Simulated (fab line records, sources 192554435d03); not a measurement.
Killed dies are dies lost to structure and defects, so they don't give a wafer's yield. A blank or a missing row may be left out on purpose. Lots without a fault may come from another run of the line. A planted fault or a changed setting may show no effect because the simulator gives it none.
Which tool did it? | flow n5_finfet | 10 lots, 28 wafers sampled, at 5 steps of a route of 1938

WHAT THE GAUGES READ, wafer by wafer
N5_MOL_CONTACT_COAG_INSPECT_97: inspects for defects (darkfield). Usual: raw_defect_count 43, standard deviation 19.
lot  | measured     | on                | raw_defect_count | flag
L173 | day 6 07:49  | defect_inspect-02 | 56 57 36         |
L174 | day 6 10:49  | defect_inspect-02 | 31 23 39         |
L175 | day 6 15:47  | defect_inspect-01 | 43 25 34         |
L177 | day 7 05:21  | defect_inspect-02 | 76 49 50         |
L186 | day 9 10:08  | defect_inspect-02 | 26 50            |
L187 | day 9 18:44  | defect_inspect-02 | 16 34            |
L188 | day 10 03:38 | defect_inspect-02 | 45 44 46         |
L189 | day 10 06:38 | defect_inspect-02 | 41 48 61         |
L191 | day 10 14:44 | defect_inspect-02 | 52 24 28         |
L192 | day 10 20:46 | defect_inspect-01 | 49 50 52         |

N5_BEOL_M0_SAQP_CD_MEAS_25: target cd 13.1 nm. Usual: cd_nm 12.78 nm, standard deviation 0.22.
lot  | measured     | on        | cd_nm (nm)        | flag
L173 | day 6 10:40  | cd_sem-01 | 12.58 12.93 12.68 |
L174 | day 6 16:21  | cd_sem-03 | 12.99 13.08 12.68 |
L175 | day 6 19:11  | cd_sem-03 | 12.84 12.95 12.68 |
L177 | day 7 09:01  | cd_sem-01 | 12.76 12.80 12.87 |
L186 | day 9 14:28  | cd_sem-02 | 12.59 12.93       |
L187 | day 9 22:09  | cd_sem-03 | 13.25 12.52       |
L188 | day 10 09:37 | cd_sem-02 | 12.70 12.90 12.71 |
L189 | day 10 10:40 | cd_sem-01 | 12.73 13.03 12.76 |
L191 | day 10 17:56 | cd_sem-02 | 12.63 12.60 12.65 |
L192 | day 10 23:56 | cd_sem-01 | 13.20 12.57 12.50 |

N5_BEOL_M4_RC_MEAS_101. Usual: DIBL_N 36.9 mV/V, standard deviation 1.7; DIBL_P 36.7 mV/V, standard deviation 2.1; IOFF_N 0.17 nA/um, standard deviation 0.032; IOFF_P 0.22 nA/um, standard deviation 0.036; ION_N 674 uA/um, standard deviation 12; ION_P 461 uA/um, standard deviation 7; SS_N 71.7 mV/dec, standard deviation 0.6; SS_P 73.4 mV/dec, standard deviation 0.67; VT_N 249 mV, standard deviation 3.1; VT_P -250 mV, standard deviation 3.2.
lot  | measured     | on        | DIBL_N (mV/V)  | DIBL_P (mV/V)  | IOFF_N (nA/um) | IOFF_P (nA/um) | ION_N (uA/um) | ION_P (uA/um) | SS_N (mV/dec)  | SS_P (mV/dec)  | VT_N (mV)   | VT_P (mV)      | flag
L173 | day 8 14:13  | prober-02 | 32.8 35.9 34.4 | 32.8 35.1 32.9 | 0.12 0.16 0.14 | 0.17 0.20 0.17 | 660 663 652   | 454 454 446   | 70.6 71.8 71.6 | 72.8 72.8 72.2 | 255 250 252 | -252 -252 -251 |
L174 | day 9 03:32  | prober-02 | 37.5 40.4 37.1 | 38.3 42.5 38.5 | 0.17 0.24 0.16 | 0.21 0.28 0.21 | 668 691 678   | 460 463 461   | 71.6 72.7 72.3 | 73.6 75.5 73.6 | 250 242 250 | -252 -248 -251 |
L175 | day 9 05:38  | prober-02 | 38.0 35.7 37.3 | 40.4 36.3 39.3 | 0.20 0.16 0.18 | 0.27 0.20 0.26 | 687 670 671   | 469 464 463   | 72.1 71.7 72.3 | 73.6 72.8 73.7 | 244 248 248 | -246 -251 -248 |
L177 | day 9 08:10  | prober-01 | 36.3 35.7 37.0 | 36.9 35.5 37.6 | 0.17 0.14 0.17 | 0.23 0.21 0.25 | 685 662 676   | 471 460 467   | 71.0 71.5 71.1 | 73.6 73.7 72.9 | 245 250 248 | -246 -250 -246 |
L186 | day 11 13:01 | prober-01 | 36.7 37.6      | 36.8 36.9      | 0.14 0.18      | 0.19 0.19      | 664 671       | 454 455       | 71.6 72.4      | 73.0 72.8      | 251 248     | -253 -251      |
L187 | day 12 06:56 | prober-02 | 38.5 35.0      | 38.0 34.8      | 0.19 0.13      | 0.24 0.20      | 676 654       | 466 458       | 71.9 71.2      | 73.7 72.8      | 248 252     | -249 -252      |
L188 | day 12 15:16 | prober-02 | 36.3 34.8 37.2 | 35.0 33.8 35.8 | 0.17 0.13 0.18 | 0.26 0.23 0.26 | 681 668 681   | 470 469 471   | 71.5 71.8 71.3 | 72.7 72.6 73.8 | 247 254 247 | -245 -245 -245 |
L189 | day 12 21:56 | prober-01 | 37.1 36.4 38.0 | 37.7 35.5 38.3 | 0.17 0.15 0.21 | 0.27 0.22 0.28 | 679 668 702   | 465 461 472   | 72.8 71.0 73.2 | 73.5 73.3 74.1 | 248 252 244 | -245 -245 -245 |
L191 | day 13 05:11 | prober-02 | 35.5 32.0 35.6 | 34.9 30.8 34.9 | 0.14 0.10 0.14 | 0.19 0.14 0.20 | 673 651 667   | 462 452 462   | 72.0 69.8 71.3 | 73.8 72.5 73.7 | 254 255 255 | -250 -255 -251 |
L192 | day 13 07:12 | prober-02 | 37.5 38.9 35.0 | 38.7 40.3 35.1 | 0.20 0.23 0.14 | 0.28 0.30 0.22 | 681 696 660   | 473 471 468   | 72.4 72.0 71.2 | 74.4 74.2 73.2 | 244 245 251 | -247 -243 -249 |

WHICH TOOL RAN EACH LOT (tool, then ch and the chambers of the sampled wafers, then the start)
lot  | N5_BEOL_M0_SAQP_ETCH_84            | N5_BEOL_M0_SAQP_MANDREL1_REMOVE_100
L173 | rie_diel-06 ch 0,2,3, day 6 09:11  | rie_si-02 ch 0,1,3, day 6 10:33
L174 | rie_diel-06 ch 1,3, day 6 14:50    | rie_si-05 ch 0,1,2, day 6 16:14
L175 | rie_diel-01 ch 0,2, day 6 17:12    | rie_si-05 ch 0,1, day 6 19:05
L177 | rie_diel-03 ch 0,1, day 7 07:33    | rie_si-06 ch 0,2,3, day 7 08:55
L186 | rie_diel-06 ch 0,1, day 9 12:31    | rie_si-06 ch 1,2, day 9 14:22
L187 | rie_diel-06 ch 0,3, day 9 20:40    | rie_si-06 ch 2,3, day 9 22:02
L188 | rie_diel-01 ch 0,1, day 10 06:25   | rie_si-02 ch 0,1,3, day 10 09:31
L189 | rie_diel-01 ch 0,1,2, day 10 08:07 | rie_si-05 ch 1,2,3, day 10 10:34
L191 | rie_diel-01 ch 0,2,3, day 10 16:22 | rie_si-05 ch 1,3, day 10 17:50
L192 | rie_diel-01 ch 0,1,3, day 10 22:20 | rie_si-02 ch 0,1,3, day 10 23:50
- N5_BEOL_M0_SAQP_ETCH_84: etches SOC in N2/H2, target depth 100 nm, overetch 20 nm, time 150 s.
- N5_BEOL_M0_SAQP_MANDREL1_REMOVE_100: chemistry HBr/Cl2/O2, target a-Si, stops on SiNx, bt time 10 s.

WHAT THE TOOLS THEMSELVES READ (means of the sampled wafers that have a number; where no wafer has one, the mark that the record gives instead)
N5_BEOL_M0_SAQP_ETCH_84. Usual: drypump_motor_current_A 5.7 A, standard deviation 0.38; oes_product_au 0.71 a.u., standard deviation 0.069; rf_vpp_V 524.2 V, standard deviation 2.6; run_length_s 173.2 s, standard deviation 0.44; showerhead_plenum_p_Torr 2.55 Torr, standard deviation 0.091; throttle_valve_pct 17.7 %, standard deviation 0.32.
lot  | tool        | drypump_motor_current_A (A) | oes_product_au (a.u.) | rf_vpp_V (V) | run_length_s (s) | showerhead_plenum_p_Torr (Torr) | throttle_valve_pct (%) | flag
L173 | rie_diel-06 | 5.4                         | 0.75                  | 524.7        | 173.0            | 2.56                            | 17.8                   |
L174 | rie_diel-06 | 5.5                         | 0.78                  | 527.8        | 173.2            | 2.65                            | 17.6                   |
L175 | rie_diel-01 | 5.5                         | 0.65                  | 524.7        | 173.3            | 2.57                            | 18.0                   |
L177 | rie_diel-03 | 5.7                         | 0.74                  | 527.8        | 172.8            | 2.69                            | 17.4                   |
L186 | rie_diel-06 | 5.8                         | 0.77                  | 524.0        | 178.1            | 2.52                            | 17.5                   | OFF
L187 | rie_diel-06 | 5.5                         | 0.76                  | 524.8        | 177.9            | 2.57                            | 17.7                   | OFF
L188 | rie_diel-01 | 5.7                         | 0.64                  | 524.7        | 173.5            | 2.56                            | 17.8                   |
L189 | rie_diel-01 | 5.7                         | 0.64                  | 522.7        | 173.4            | 2.52                            | 17.9                   |
L191 | rie_diel-01 | 5.8                         | 0.68                  | 522.8        | 173.4            | 2.50                            | 17.8                   |
L192 | rie_diel-01 | 5.7                         | 0.68                  | 524.2        | 173.1            | 2.54                            | 17.7                   |

N5_BEOL_M0_SAQP_MANDREL1_REMOVE_100. Usual: drypump_motor_current_A 5.7 A, standard deviation 0.5; oes_product_au 1.004 a.u., standard deviation 0.016; throttle_valve_pct 36.7 %, standard deviation 0.33.
lot  | tool      | drypump_motor_current_A (A) | oes_product_au (a.u.) | throttle_valve_pct (%) | flag
L173 | rie_si-02 | 6.1                         | 1.001                 | 36.8                   |
L174 | rie_si-05 | 5.4                         | 1.011                 | 36.7                   |
L175 | rie_si-05 | 5.0                         | 1.008                 | 36.6                   |
L177 | rie_si-06 | 5.9                         | 1.014                 | 36.4                   |
L186 | rie_si-06 | 5.3                         | 1.014                 | 36.5                   |
L187 | rie_si-06 | 5.9                         | 1.010                 | 36.6                   |
L188 | rie_si-02 | 6.1                         | 0.992                 | 36.8                   |
L189 | rie_si-05 | 5.9                         | 1.001                 | 36.7                   |
L191 | rie_si-05 | 6.0                         | 1.001                 | 36.7                   |
L192 | rie_si-02 | 6.1                         | 1.001                 | 36.8                   |

THE ANSWER, worked out from the rows above alone
Rule: a lot is off if the mean of its wafers that have a number lies more than 3 standard deviations from the usual mean. A lot without any number at a reading at which 4 lots or more have one is off too. The other lots that the step has rows for count as sound. The gauges are gone through in route order, then the tools' own readings, and for those a lot's mean is taken as printed above. The first step at which some lot is off is used, and at that step the reading that is off furthest; a lot without a number counts as furthest.
Off: L186, L187, at N5_BEOL_M0_SAQP_ETCH_84 (run_length_s).
A tool fits if, at that step or a process step before it, it ran every lot that is off, and no sound lot after the first of them. One fits: rie_diel-06 at N5_BEOL_M0_SAQP_ETCH_84. Its last sound lot is L174 (day 6 14:50), its first lot that is off L186 (day 9 12:31): a fault that began between those two fits.
The tool's own readings at N5_BEOL_M0_SAQP_ETCH_84 bear it out: on the lots that are off they differ by more than 5 times the standard deviation of the sound lots' means. run_length_s reads 178.0 s there against 173.2 s on the sound lots.

WHAT THE SIMULATOR HAD PUT IN
Process parameter drift: rie_diel-06, from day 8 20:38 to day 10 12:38, at N5_BEOL_M0_SAQP_ETCH_84. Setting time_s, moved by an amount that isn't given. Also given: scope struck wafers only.
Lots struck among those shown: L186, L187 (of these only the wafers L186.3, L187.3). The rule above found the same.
